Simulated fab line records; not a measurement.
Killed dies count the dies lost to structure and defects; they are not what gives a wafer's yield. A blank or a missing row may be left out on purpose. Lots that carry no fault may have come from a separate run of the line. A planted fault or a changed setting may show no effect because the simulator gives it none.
Lot-split experiment | flow n5-finfet | 21 wafers read from 7 lots, route of 1938 steps

ON THE SPLIT
At N5_BEOL_M5_COAT_65 (time 60 s, resist thk 60 nm), the setting spin-rpm was moved away from the recipe's 1500 rpm on 6 of the 21 wafers read, by -7.1% to -3.3%. All remaining wafers had this setting at the recipe value.

FROM THE SPLIT TO THE READING: what the file shows between them, 12 steps
- N5_BEOL_M5_COAT_22: resist thk 30 nm (also split here: spin-rpm)
- N5_BEOL_M5_EBR_24
- N5_BEOL_M5_SOFTBAKE_23: time 60 s
- N5_BEOL_M5_EXPOSE_25: exposes mask V4, defocus 10 nm
- N5_BEOL_M5_PEB_26: peb time 60 s
- N5_BEOL_M5_DEVELOP_27: develop time 30 s
- N5_BEOL_M5_DESCUM_33: chemistry O2, time 7 s
- N5_BEOL_M5_ETCH_75: etches underlayer in N2/H2, target depth 6.5 nm, time 5.2 s
- N5_BEOL_M5_ETCH_67: etches SiARC in CF4, target depth 15.6 nm, time 26 s
- N5_BEOL_M5_ETCH_68: etches SOC in N2/H2, target depth 80 nm, overetch 16 nm, time 120 s
- N5_BEOL_M5_STRIP_69: strips in N2/H2
- N5_BEOL_M5_STRIP_76: strips in N2/H2

THE READING
SOC_of_BEOL_M5_COAT_65.thk-nm (the simulator's own value, which no gauge read), in nm, at N5_BEOL_M5_VIA_ETCH_34 (etches SiCOH lowk in C4F6/O2, target depth 88.3 nm, time 39.2 s). No usual value for it is given in the file. Here, 15 wafers ran the recipe; their average is 56.0 nm with a standard deviation of 0.22 nm.

wafer  | tool, chamber at the split | spin-rpm as run, rpm | against the recipe | SOC_of_BEOL_M5_COAT_65.thk-nm, nm | against lot-mates on the recipe
L074.1 | litho-track-01, 0          | 1500                 | recipe             | 56.2                              | -
L074.2 | litho-track-01, 0          | 1500                 | recipe             | 55.8                              | -
L074.3 | litho-track-01, 0          | 1500                 | recipe             | 56                                | -
L076.1 | litho-track-01, 0          | 1500                 | recipe             | 56.2                              | -
L076.6 | litho-track-01, 0          | 1500                 | recipe             | 56.2                              | -
L076.2 | litho-track-01, 0          | 1500                 | recipe             | 56.4                              | -
L083.3 | litho-track-03, 0          | 1500                 | recipe             | 56.2                              | -
L083.4 | litho-track-03, 0          | 1500                 | recipe             | 56.2                              | -
L083.5 | litho-track-03, 0          | 1500                 | recipe             | 56.2                              | -
L089.1 | litho-track-01, 0          | 1500                 | recipe             | 55.8                              | -
L089.5 | litho-track-01, 0          | 1500                 | recipe             | 55.8                              | -
L089.4 | litho-track-01, 0          | 1500                 | recipe             | 56                                | -
L092.1 | litho-track-03, 0          | 1393                 | -7.1%              | 58                                | no lot-mate on the recipe
L092.4 | litho-track-03, 0          | 1393                 | -7.1%              | 57.8                              | no lot-mate on the recipe
L092.6 | litho-track-03, 0          | 1393                 | -7.1%              | 57.8                              | no lot-mate on the recipe
L095.1 | litho-track-01, 0          | 1500                 | recipe             | 55.8                              | -
L095.3 | litho-track-01, 0          | 1500                 | recipe             | 56.2                              | -
L095.4 | litho-track-01, 0          | 1428                 | -4.8%              | 57.8                              | +1.8
L096.2 | litho-track-02, 0          | 1450                 | -3.3%              | 56.8                              | +1.2
L096.4 | litho-track-02, 0          | 1500                 | recipe             | 55.6                              | -
L096.5 | litho-track-02, 0          | 1450                 | -3.3%              | 57                                | +1.4

THE FIT
A straight line over all 21 wafers: SOC_of_BEOL_M5_COAT_65.thk-nm changes by -0.268 nm for each +1% of spin-rpm; r = -0.95; the points scatter about the line by 0.23 nm.
The same after taking each lot's own level away (the mean of its wafers on the recipe; 18 wafers): -0.382 nm for each +1%; r = -0.98; scatter 0.12 nm.
On that fit, the largest move of spin-rpm shifts the reading by 2.7 nm.
The span of the lots' own levels, 55.60 to 56.27 nm, comes to 3.0 times the standard deviation stated above.
Hence the slope depends on the lot-to-lot level, as the two fits are not the same.
Check: with one of the wafers moved furthest among these (-4.8%) left out of the fit, the line predicts +1.87 nm for it against its lot-mates. It came out at +1.8 nm against them.

ADDITIONAL SPLITS CARRIED BY THESE WAFERS
Note: prior to the reading, these wafers also went through further splits. Each is held against what the fit with the lots' levels taken away leaves over:
other split on the same wafers | wafers away from the commonest value | r with SOC_of_BEOL_M5_COAT_65.thk-nm (lot level and that fit taken away)
N5_BEOL_M2_COAT_73 temp-c      | 8                                    | -0.09
N5_BEOL_M3_COAT_05 spin-rpm    | 7                                    | -0.30
N5_BEOL_M3_EXPOSE_08 dose-mj   | 5                                    | +0.17
N5_BEOL_M3_VIA_ETCH_34 time-s  | 4                                    | +0.30
N5_BEOL_M4_ETCH_70 time-s      | 4                                    | +0.41
N5_BEOL_M5_COAT_05 spin-rpm    | 5                                    | +0.00
N5_BEOL_M5_COAT_22 spin-rpm    | 5                                    | +0.00

THE WHOLE CHAIN: every reading that the file lists as answering this split, in the file's order
step                   | what it does                                                        | reading                                                                        | change (the file's fit)               | r (the file's)
N5_BEOL_M5_COAT_65     | time 60 s, resist thk 60 nm                                         | SOC_of_BEOL_M5_COAT_65.thk-nm (the simulator's own value, which no gauge read) | -0.356 nm for each +1% of the setting | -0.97
N5_BEOL_M5_ETCH_68     | etches SOC in N2/H2, target depth 80 nm, overetch 16 nm, time 120 s | etch.depth-nm (the simulator's own value, which no gauge read)                 | -0.372 nm for each +1% of the setting | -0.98
N5_BEOL_M5_VIA_ETCH_34 | etches SiCOH lowk in C4F6/O2, target depth 88.3 nm, time 39.2 s     | SOC_of_BEOL_M5_COAT_65.thk-nm (the simulator's own value, which no gauge read) | -0.38 nm for each +1% of the setting  | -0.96

THE FILE'S OWN FIT
SOC_of_BEOL_M5_COAT_65.thk-nm changes by -0.38 nm for each +1% of spin-rpm, r = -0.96.
